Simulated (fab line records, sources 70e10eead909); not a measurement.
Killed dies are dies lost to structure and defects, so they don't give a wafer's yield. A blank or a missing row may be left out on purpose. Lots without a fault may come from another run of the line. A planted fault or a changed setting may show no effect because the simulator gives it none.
fab line records | flow nand_harc
record lots=12 wafers=36 last_day=34
route steps=1302 shown A_M0@1150 A_M1@1181 END@1302
lots that met no fault: from a run of the same line without faults
start_h: hours from the record's first day to the start of the lot's first wafer shown | wait_h: hours since the lot's step before | " the same as in the row above | L1.1+2: a row that stands for several wafers | - no value, or no start given | * or withheld: withheld | < > ~ a bound
route shown NAME@n: a module of which the file shows steps, and the number in the route of the first | usual: mean/standard deviation of fault-free wafers | same: alike in all rows | chamber/n: place in a boat | sites: the reading at each site | _std_site: their standard deviation | _edge_site: outer sites' mean less inner sites' | radius_mm: how far each site lies from the wafer's centre | mask NAME#n: copy n | behind: the tool/chamber that last shaped the wafer | hold: why the lot was held/for how many hours/how that ended | device: the transistor (n, p or np) that didn't switch | end of line: the same wafers' tests at the end of the route | a step without rows: its recipe alone | killed: dies lost to structure and defects at the first sort, not the wafer's yield | map: a wafer's dies, x killed, . not, _ none there
set.NAME: the setting as run; set.NAME@STEP: as run at that earlier step | model.NAME: the simulator's own value behind a step, which no gauge read
steps of the route over a sample of lots; a table a step, a row a wafer
services: from which hour (start_h, from the record's first day; less than 0 if before it) a tool's chamber was out of use, for how many hours, and why
## steps
# step NHARC_A_M0_DESCUM_14
# recipe time_s=3 o2_flow_sccm=200 ar_flow_sccm=0 bias_power_w=0 chemistry=O2
# usual drypump_motor_current_A=5.6/0.44 oes_product_au=1.003/0.014 rf_vpp_V=58.0/0.84 showerhead_plenum_p_Torr=1.95/0.086 throttle_valve_pct=11.310/0.0091
# columns lot.wafer tool chamber start_h wait_h drypump_motor_current_A oes_product_au rf_hours_counter_h rf_vpp_V showerhead_plenum_p_Torr throttle_valve_pct
L854.2 rie_diel-05 1 526.56 0.1 5.2 0.981 5.8 56.2 1.90 11.313
L854.1 " 0 " " 5.9 1.012 4.1 57.9 2.02 11.311
L854.6 " 2 " " 5.2 1.008 - 58.9 2.00 11.329
L856.3 rie_diel-10 0 537.51 0.1 5.6 1.003 6.2 58.7 2.02 11.312
L856.4 " 2 " " 4.9 0.987 7.5 58.6 1.81 11.310
L856.5 " 1 " " 5.7 1.003 - 56.8 1.77 11.299
L862.1 rie_diel-09 2 605.55 0.1 6.7 0.991 5.0 56.3 1.86 11.315
L862.4 " 3 " " 5.3 0.988 5.8 57.4 2.01 11.302
L862.5 " 1 " " 5.2 1.002 - 58.7 2.05 11.310
L864.2 rie_diel-05 3 620.00 0.1 5.7 1.009 1.2 57.5 2.00 11.300
L864.5 " 2 " " 5.2 1.006 - 59.4 2.00 11.321
L864.6 " 3 " " 5.7 1.009 - 58.3 2.00 11.307
L866.4 rie_diel-09 0 627.56 0.1 5.9 0.999 6.5 57.6 2.01 11.317
L866.2 " 1 " " 5.2 0.989 5.9 58.7 2.05 11.314
L866.5 " 1 " " 5.2 1.003 - 57.7 2.05 11.301
L869.1 rie_diel-09 0 696.41 0.1 5.9 1.012 0.8 57.2 2.01 11.307
L869.6 " 2 " " 6.7 0.969 - 57.8 1.86 11.294
L869.5 " 3 " " 5.3 1.011 - 58.8 2.01 11.319
L871.4 rie_diel-05 0 710.08 0.1 5.9 1.011 6.2 57.8 2.02 11.307
L871.6 " 3 " " 5.6 1.026 - 59.0 2.00 11.308
L871.5 " 0 " " 5.9 1.015 - 56.2 2.02 11.325
L872.3 rie_diel-05 3 713.29 0.1 5.6 1.025 5.7 57.9 2.00 11.310
L872.1 " 1 " " 5.2 0.990 6.5 57.8 1.90 11.314
L872.5 " 3 " " 5.6 1.020 - 58.2 2.00 11.302
L874.3 rie_diel-10 1 716.09 0.1 5.7 1.014 6.1 57.1 1.77 11.305
L874.2 " 3 " " 5.8 0.994 5.4 57.2 1.90 11.293
L874.5 " 1 " " 5.7 1.004 - 57.5 1.77 11.330
L873.2 rie_diel-10 0 719.51 0.1 5.6 0.999 6.4 59.0 2.01 11.307
L873.5 " 1 " " 5.7 1.007 - 58.0 1.77 11.311
L873.6 " 2 " " 4.8 0.989 - 58.8 1.81 11.318
L876.4 rie_diel-09 1 735.53 0.1 5.2 1.003 3.8 57.5 2.05 11.295
L876.1 " 2 " " 6.7 0.963 3.0 58.1 1.86 11.311
L876.6 " 3 " " 5.3 0.999 - 57.4 2.01 11.315
L875.1 rie_diel-10 2 745.05 0.1 4.9 0.992 7.3 57.3 1.81 11.306
L875.4 " 3 " " 5.8 1.011 - 56.5 1.90 11.304
L875.6 " 0 " " 5.6 0.991 - 59.0 2.01 11.303
# step NHARC_A_M0_PVD_21
# recipe target_thk_a=300 chamber_pressure_pa=5 power_w=5000 substrate_temp_c=30 time_s=20.49 material=Cu
# usual throttle_valve_pct=29.9/0.73
# columns lot.wafer tool chamber start_h wait_h throttle_valve_pct
L854.1 pvd_sputter-01 - - - 29.4
L854.2 " - " " 28.3
L854.6 " - " " 29.4
L856.3 pvd_sputter-01 - - - 29.4
L856.4 " - " " 28.2
L856.5 " - " " 29.8
L862.4 pvd_sputter-02 - - - 30.9
L862.1 " - " " 31.0
L862.5 " - " " 30.7
L864.2 pvd_sputter-03 - - - 29.8
L864.5 " - " " 30.5
L864.6 " - " " 30.2
L866.4 pvd_sputter-01 - - - 28.7
L866.2 " - " " 30.2
L866.5 " - " " 29.9
L869.1 pvd_sputter-02 - - - 30.6
L869.6 " - " " 29.7
L869.5 " - " " 29.8
L871.4 pvd_sputter-02 - - - 30.5
L871.6 " - " " 30.2
L871.5 " - " " 29.7
L872.1 pvd_sputter-02 - - - 29.8
L872.3 " - " " 30.1
L872.5 " - " " 29.8
L874.3 pvd_sputter-03 - - - 30.8
L874.2 " - " " 30.1
L874.5 " - " " 30.7
L873.2 pvd_sputter-03 - - - 28.9
L873.6 " - " " 29.0
L873.5 " - " " 30.1
L876.4 pvd_sputter-02 - - - 30.1
L876.1 " - " " 29.7
L876.6 " - " " 30.6
L875.1 pvd_sputter-01 - - - 28.7
L875.4 " - " " 30.2
L875.6 " - " " 30.0
# step NHARC_A_M0_THK_MEAS_24
# recipe thk_meas_gauge=xrf
# usual thk_nm=114.0/1.8
# columns lot.wafer tool chamber start_h wait_h thk_nm
L854.1 film_metro-01 - 528.94 - 115.6
L854.2 " - " " 116.0
L854.6 " - " " 115.2
L856.3 film_metro-01 - 539.84 - 113.5
L856.4 " - " " 110.4
L856.5 " - " " 113.5
L862.1 film_metro-02 - 607.86 - 114.3
L862.4 " - " " 116.3
L862.5 " - " " 114.9
L864.2 film_metro-01 - 622.35 - 115.7
L864.5 " - " " 115.7
L864.6 " - " " 118.2
L866.2 film_metro-02 - 629.88 - 112.7
L866.4 " - " " 112.8
L866.5 " - " " 109.7
L869.1 film_metro-01 - 698.70 - 115.4
L869.5 " - " " 115.3
L869.6 " - " " 115.0
L871.4 film_metro-02 - 712.39 - 114.0
L871.5 " - " " 115.6
L871.6 " - " " 116.5
L872.1 film_metro-01 - 715.64 - 116.0
L872.3 " - " " 113.6
L872.5 " - " " 114.5
L874.2 film_metro-01 - 718.42 - 116.2
L874.3 " - " " 115.4
L874.5 " - " " 115.0
L873.2 film_metro-02 - 721.80 - 113.4
L873.5 " - " " 114.4
L873.6 " - " " 115.2
L876.1 film_metro-02 - 737.83 - 118.7
L876.4 " - " " 117.5
L876.6 " - " " 115.7
L875.1 film_metro-02 - 756.02 - 111.8
L875.4 " - " " 110.2
L875.6 " - " " 112.0
# step NHARC_A_M0_DEP_32
# recipe target_thk_a=300 temp_c=370 target_thk_nm=30 pressure_torr=3 flow_sccm=200 rf_w=450 material=SiCN
# usual heater_power_w=540/76
# columns lot.wafer tool chamber start_h wait_h heater_power_w
L854.1 pecvd-03 1 529.24 0.1 530
L854.2 " 0 " " 603
L854.6 " 1 " " 512
L856.3 pecvd-04 0 540.22 0.1 662
L856.4 " 2 " " 545
L856.5 " 1 " " 608
L862.1 pecvd-03 1 608.21 0.1 437
L862.5 " 0 " " 521
L862.4 " 2 " " 453
L864.2 pecvd-03 1 622.70 0.1 537
L864.6 " 1 " " 529
L864.5 " 2 " " 439
L866.2 pecvd-03 1 630.26 0.1 514
L866.5 " 0 " " 550
L866.4 " 1 " " 511
L869.1 pecvd-01 1 699.00 0.1 628
L869.5 " 1 " " 641
L869.6 " 0 " " 574
L871.6 pecvd-03 0 712.82 0.2 529
L871.5 " 1 " " 534
L871.4 " 2 " " 382
L872.1 pecvd-03 1 715.94 0.1 530
L872.3 " 2 " " 396
L872.5 " 0 " " 571
L874.3 pecvd-03 0 718.76 0.1 516
L874.2 " 1 " " 523
L874.5 " 2 " " 376
L873.2 pecvd-03 0 722.19 0.1 561
L873.5 " 2 " " 389
L873.6 " 0 " " 558
L876.1 pecvd-01 1 738.13 0.1 521
L876.6 " 1 " " 518
L876.4 " 2 " " 575
L875.1 pecvd-01 2 763.13 0.1 544
L875.4 " 0 " " 523
L875.6 " 2 " " 549
# step NHARC_A_M1_INSPECT_11
# usual raw_defect_count=92/49
# columns lot.wafer tool chamber start_h wait_h raw_defect_count
L854.1 defect_inspect-02 - 530.49 0.0 127
L854.2 " - " " 154
L854.6 " - " " 134
L856.3 defect_inspect-01 - 541.58 0.0 63
L856.4 " - " " 79
L856.5 " - " " 61
L862.1 defect_inspect-02 - 609.54 0.0 207
L862.4 " - " " 180
L862.5 " - " " 189
L864.2 defect_inspect-01 - 624.03 0.0 274
L864.5 " - " " 26
L864.6 " - " " 301
L866.2 defect_inspect-02 - 631.56 0.0 244
L866.4 " - " " 297
L866.5 " - " " 33
L869.1 defect_inspect-01 - 700.37 0.0 107
L869.5 " - " " 93
L869.6 " - " " 106
L871.4 defect_inspect-02 - 713.92 0.0 69
L871.5 " - " " 64
L871.6 " - " " 73
L872.1 defect_inspect-02 - 717.19 0.0 88
L872.3 " - " " 65
L872.5 " - " " 71
L874.2 defect_inspect-02 - 719.98 0.0 35
L874.3 " - " " 24
L874.5 " - " " 30
L873.2 defect_inspect-02 - 723.49 0.0 156
L873.5 " - " " 146
L873.6 " - " " 140
L876.1 defect_inspect-02 - 739.51 0.0 109
L876.4 " - " " 110
L876.6 " - " " 109
L875.1 defect_inspect-02 - 764.42 0.0 53
L875.4 " - " " 57
L875.6 " - " " 48
# step NHARC_END_SORT_01
# recipe temp_c=25
# usual defect_limited_yield=90/4.1 killed_at_array=63/27 killed_at_other=0.7/1.2 killed_at_periphery=3.1/2 killed_dies=67/28 killed_open=3.0/1.9 killed_short=2.2/1.5
# same gross_dies=677
# columns lot.wafer tool chamber start_h wait_h defect_limited_yield[%] killed_at_array killed_at_other killed_at_periphery killed_dies killed_open killed_short
L864.2 prober-02 0 659.69 2.8 88 74 0 4 78 6 2
L864.5 prober-02 0 662.03 3.6 96 28 0 2 30 5 2
L864.6 prober-02 0 662.81 3.9 89 73 0 4 77 6 1
L866.2 prober-02 0 670.38 2.8 88 75 3 1 79 2 2
L866.4 prober-02 0 671.98 3.4 88 80 0 1 81 1 2
L866.5 prober-02 0 672.78 3.7 94 37 0 2 39 3 5
L872.1 prober-01 0 749.84 2.5 91 60 0 4 64 1 2
L872.3 prober-01 0 751.43 3.1 92 48 1 2 51 0 1
L872.5 prober-01 0 753.02 3.7 93 44 0 3 47 2 0
L871.4 prober-02 0 752.17 3.4 93 46 0 4 50 6 1
L871.5 prober-02 0 752.97 3.7 92 49 0 4 53 1 4
L871.6 prober-02 0 753.77 4.0 92 50 0 5 55 2 5
# killed by level:class
L864.2 A_M0:unspecified=52 A_CHANNEL_HOLE_D1:chamber_film_flake=5 A_STAIRCASE:chamber_film_flake=5 P_ZERO_WELL:chamber_film_flake=2 A_SLIT:chamber_film_flake=2 A_CONTACT:chamber_film_flake=2 P_GATE:geometric_particle:open=1 P_CONTACT:geometric_particle:open=1
L864.5 A_CHANNEL_HOLE_D1:chamber_film_flake=12 A_CONTACT:chamber_film_flake=3 A_CHANNEL_FILL_D1:chamber_film_flake=2 A_STAIRCASE:chamber_film_flake=2 P_M0:geometric_particle:open=1 A_SOURCE_PLATE:geometric_particle:open=1 A_CHANNEL_FILL_D1:geometric_particle:open=1 A_ONON_D2:geometric_particle:open=1
L864.6 A_M0:unspecified=51 A_CHANNEL_HOLE_D1:chamber_film_flake=8 A_CONTACT:chamber_film_flake=3 P_M1:geometric_particle:open=2 A_M1:geometric_particle:open=2 A_CHANNEL_FILL_D1:chamber_film_flake=2 A_CHANNEL_HOLE_D2:unspecified=2 A_CHANNEL_HOLE_D2:chamber_film_flake=2
L866.2 A_M0:unspecified=49 A_CHANNEL_HOLE_D1:chamber_film_flake=5 A_CONTACT:chamber_film_flake=5 A_SLIT:chamber_film_flake=3 A_BLC:chamber_film_flake=3 THIN_TSV:chamber_film_flake=3 A_ZERO_WELL:chamber_film_flake=2 A_CHANNEL_FILL_D1:chamber_film_flake=2
L866.4 A_M0:unspecified=55 A_CHANNEL_HOLE_D1:chamber_film_flake=6 A_SLIT:chamber_film_flake=4 A_CONTACT:chamber_film_flake=4 A_BLC:chamber_film_flake=3 A_CHANNEL_FILL_D1:chamber_film_flake=2 A_STAIRCASE:chamber_film_flake=2 P_CONTACT:geometric_particle:short=1
L866.5 A_CHANNEL_HOLE_D1:chamber_film_flake=11 A_CONTACT:chamber_film_flake=5 A_SLIT:chamber_film_flake=3 A_ONON_D1:geometric_particle:short=2 A_ZERO_WELL:chamber_film_flake=2 A_CHANNEL_FILL_D1:chamber_film_flake=2 A_DECK1_JOINT:chamber_film_flake=2 A_STAIRCASE:chamber_film_flake=2
L872.1 A_SLIT:chamber_film_flake=34 A_CHANNEL_HOLE_D1:chamber_film_flake=10 A_CONTACT:chamber_film_flake=10 A_DECK1_JOINT:chamber_film_flake=2 P_M0:geometric_particle:short=1 A_ONON_D2:geometric_particle:open=1 A_CHANNEL_FILL_D2:geometric_particle:short=1 P_STI:chamber_film_flake=1
L872.3 A_SLIT:chamber_film_flake=23 A_CHANNEL_HOLE_D1:chamber_film_flake=12 A_CONTACT:chamber_film_flake=12 P_STI:chamber_film_flake=2 A_M0:geometric_particle:short=1 THIN_TSV:chamber_film_flake=1
L871.4 A_SLIT:chamber_film_flake=22 A_SGD_CUT:chamber_film_flake=10 A_CHANNEL_HOLE_D1:chamber_film_flake=8 P_M0:geometric_particle:open=2 P_CONTACT:geometric_particle:open=1 P_M0:geometric_particle:short=1 A_ONON_D1:geometric_particle:open=1 A_BLC:geometric_particle:open=1
L871.5 A_SLIT:chamber_film_flake=29 A_CHANNEL_HOLE_D1:chamber_film_flake=10 A_SGD_CUT:chamber_film_flake=6 P_STI:chamber_film_flake=2 P_M0:geometric_particle:short=1 P_M2:geometric_particle:short=1 A_DECK1_JOINT:geometric_particle:short=1 A_DECK1_JOINT:geometric_particle:open=1
L872.5 A_SLIT:chamber_film_flake=21 A_CHANNEL_HOLE_D1:chamber_film_flake=8 A_CONTACT:chamber_film_flake=6 A_ZERO_WELL:chamber_film_flake=4 A_STAIRCASE:chamber_film_flake=2 A_DECK1_JOINT:geometric_particle:open=1 A_M0:geometric_particle:open=1 P_ZERO_WELL:chamber_film_flake=1
L871.6 A_SLIT:chamber_film_flake=31 A_CHANNEL_HOLE_D1:chamber_film_flake=9 A_SGD_CUT:chamber_film_flake=3 P_M0:geometric_particle:short=2 P_STI:chamber_film_flake=2 P_M0:geometric_particle:open=1 A_CHANNEL_FILL_D1:geometric_particle:short=1 A_ONON_D2:geometric_particle:open=1
## services
# columns tool chamber start_h hours kind
rie_diel-05 1 506.92 2.6 repair
pvd_sputter-02 - 509.15 2.1 repair
rie_diel-05 2 516.95 6.4 repair
pvd_sputter-03 - 526.00 10.0 pm
pvd_sputter-02 - 528.03 5.3 repair
rie_diel-10 1 540.63 16.2 repair
pecvd-03 - 547.50 13.0 pm
pvd_sputter-03 - 570.01 1.0 repair
pvd_sputter-01 - 582.00 10.0 pm
rie_diel-05 - 583.60 9.0 pm
pecvd-03 2 596.29 3.0 repair
rie_diel-10 - 596.50 9.0 pm
pvd_sputter-02 - 638.05 10.0 pm
pecvd-03 - 640.59 1.1 repair
pvd_sputter-02 - 671.34 3.6 repair
rie_diel-09 - 674.95 9.0 pm
rie_diel-09 2 689.52 5.6 repair
pecvd-03 - 728.50 13.0 pm
rie_diel-10 1 729.47 22.5 repair
pvd_sputter-02 - 742.20 3.2 repair
pvd_sputter-02 - 747.49 1.0 repair
pecvd-03 - 757.58 1.6 repair
pvd_sputter-01 - 760.00 10.0 pm
rie_diel-05 - 760.60 9.0 pm
## key
first_sign step=NHARC_A_M1_INSPECT_11 reading=raw_defect_count direction=up sigmas=3.8 usual=92 struck=279
more_kills_born_at NHARC_A_M0_DEP_32@pecvd-03=207
met_at NHARC_A_M0_DEP_32
struck_lots L864,L866
struck_wafers L864.2,L864.6,L866.2,L866.4
not_acting_at NHARC_A_M0_DESCUM_14,NHARC_A_M0_PVD_21,NHARC_A_M0_THK_MEAS_24
onset_between 608.21 622.70
fault kind=chamber_particle_source tool=pecvd-03 chamber=1 onset_h=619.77 steps=NHARC_A_M0_DEP_32 rate_per_visit_cm2=0.37637 end_h=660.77
